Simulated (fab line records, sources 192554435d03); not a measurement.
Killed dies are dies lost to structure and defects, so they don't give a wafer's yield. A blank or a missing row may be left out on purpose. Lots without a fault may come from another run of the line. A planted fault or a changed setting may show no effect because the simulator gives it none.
Chamber matching | flow n5_finfet | N5_BEOL_M0_SAQP_SPACER1_ALD_98 on ald_sin-04: 4 sister chambers
The step deposits SiO2, target thk 12.8 nm, pulse time 1 s, purge time 2 s. 4 wafers are shown with their chamber, then 10 later ones without.

WAFERS WITH THEIR CHAMBER
wafer  | chamber | heater_power_w (W)
L093.1 | 3       | 464
L093.3 | 2       | 365
L093.4 | 0       | 409
L093.5 | 1       | 448

WAFERS WITHOUT THEIR CHAMBER
wafer  | heater_power_w (W)
L093.6 | 400
L094.3 | 468
L094.4 | 360
L094.5 | 359
L095.1 | 361
L095.2 | 471
L095.6 | 414
L097.1 | 474
L097.2 | 408
L097.5 | 368

WHICH CHAMBER EACH WENT THROUGH
wafer  | from the rows above | in truth
L093.6 | 0                   | 0
L094.3 | 3                   | 3
L094.4 | 2                   | 2
L094.5 | 2                   | 2
L095.1 | 2                   | 2
L095.2 | 3                   | 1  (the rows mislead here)
L095.6 | 0                   | 0
L097.1 | 3                   | 3
L097.2 | 0                   | 0
L097.5 | 2                   | 2
Placed correctly: 9 of 10. Can't be placed from these rows: 0. Placed wrongly: 1.
How it was worked out, from the rows above alone: a wafer's distance from a chamber is the root of the sum, over the readings, of the square of ((its reading less the chamber's mean) divided by the reading's scatter). The wafer belongs to the nearest chamber; if the next one is less than 2 further off, it can't be placed. A chamber's mean is the mean of its shown wafers. The scatter: with one shown wafer a chamber, the root of the mean of the squares of how far each hidden wafer lies from its nearest shown one.
